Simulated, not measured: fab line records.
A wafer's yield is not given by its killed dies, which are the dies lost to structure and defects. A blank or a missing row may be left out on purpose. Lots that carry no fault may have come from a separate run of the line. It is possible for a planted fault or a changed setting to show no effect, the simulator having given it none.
Chamber matching | flow n5-finfet | N5_SDB_HM_OPEN_20 on rie-diel-01: 4 sister chambers
The step chemistry CH3F/O2, target SiNx, stops on poly-Si, target depth 24 nm. 4 wafers are shown with their chamber, then 8 later ones without.

EACH WAFER AND ITS CHAMBER
wafer  | chamber | rf-vpp-V (V)
L086.1 | 0       | 290
L086.4 | 3       | 301
L086.6 | 1       | 297
L087.1 | 2       | 307

WAFERS WITHOUT THEIR CHAMBER
wafer  | rf-vpp-V (V)
L087.2 | 291
L087.3 | 296
L092.1 | 289
L092.4 | 308
L092.5 | 291
L094.2 | 290
L094.3 | 301
L094.6 | 307

CHAMBER TAKEN BY EACH
wafer  | from the rows above | in truth
L087.2 | 0                   | 0
L087.3 | 1                   | 1
L092.1 | 0                   | 0
L092.4 | 2                   | 2
L092.5 | 0                   | 0
L094.2 | 0                   | 0
L094.3 | 3                   | 3
L094.6 | 2                   | 2
Correct placement for 8 of the 8. From these rows, 0 cannot be placed. Number placed wrongly: 0.
How it was worked out, from the rows above alone: a wafer's distance from a chamber is the root of the sum, over the readings, of the square of ((its reading less the chamber's mean) divided by the reading's scatter). The wafer belongs to the nearest chamber; if the next one is less than 2 further off, it can't be placed. Each chamber's mean is taken over the wafers shown for it. The scatter (one wafer shown for each chamber): square how far every hidden wafer sits from the nearest shown wafer, average those squares and take the square root.
